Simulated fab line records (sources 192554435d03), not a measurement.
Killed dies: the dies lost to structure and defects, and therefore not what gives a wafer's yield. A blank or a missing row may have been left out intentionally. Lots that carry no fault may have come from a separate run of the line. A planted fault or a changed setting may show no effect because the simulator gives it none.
Which tool was responsible? :: flow n5-finfet :: at 1 step of a route of 1938, 12 lots with 36 wafers sampled

== WHAT EACH GAUGE READ, for each wafer ==
N5_BEOL_M4_INSPECT_30: inspects for defects (brightfield).
lot: L075
measured: day 8 07:07
on: defect-inspect-01
raw-defect-count: 650 574 570

lot: L076
measured: day 8 15:41
on: defect-inspect-02
raw-defect-count: 463 461 429

lot: L079
measured: day 8 18:36
on: defect-inspect-02
raw-defect-count: 537 516 476

lot: L080
measured: day 9 04:05
on: defect-inspect-02
raw-defect-count: 435 553 543

lot: L083
measured: day 9 20:10
on: defect-inspect-01
raw-defect-count: 498 506 579

lot: L085
measured: day 10 10:54
on: defect-inspect-01
raw-defect-count: 389 248 306

lot: L088
measured: day 10 20:46
on: defect-inspect-01
raw-defect-count: 375 320 414

lot: L089
measured: day 11 15:16
on: defect-inspect-02
raw-defect-count: 442 321 490

lot: L091
measured: day 11 23:25
on: defect-inspect-01
raw-defect-count: 370 507 267

lot: L093
measured: day 12 05:05
on: defect-inspect-02
raw-defect-count: 349 266 450

lot: L095
measured: day 12 21:08
on: defect-inspect-02
raw-defect-count: 463 561 563

lot: L097
measured: day 13 08:05
on: defect-inspect-02
raw-defect-count: 342 351 454

== WHAT TOOL EACH LOT RAN ON (gives the tool, then ch and the chambers of the sampled wafers, and finally the start) ==
There is no process step in the record ahead of these readings.

== THE ANSWER, worked out from the rows above alone ==
Rule: the lots themselves supply what counts as usual. The widest of any qualifying gaps counts: lots, ordered by their means at a reading, are off when they make up no more than a third of the lots, leave a main group of 4 or more, and stand apart from it by 3 or more times the standard deviation of that group's means. Not used: any main group whose means are identical at the precision the tables above print for the reading. A lot without any number at a reading at which 4 lots or more have one is off too. All remaining lots with rows at the step are treated as sound.
Nothing can be told from this: no lot is off at any reading shown.

== WHAT THE SIMULATOR HAD PUT IN ==
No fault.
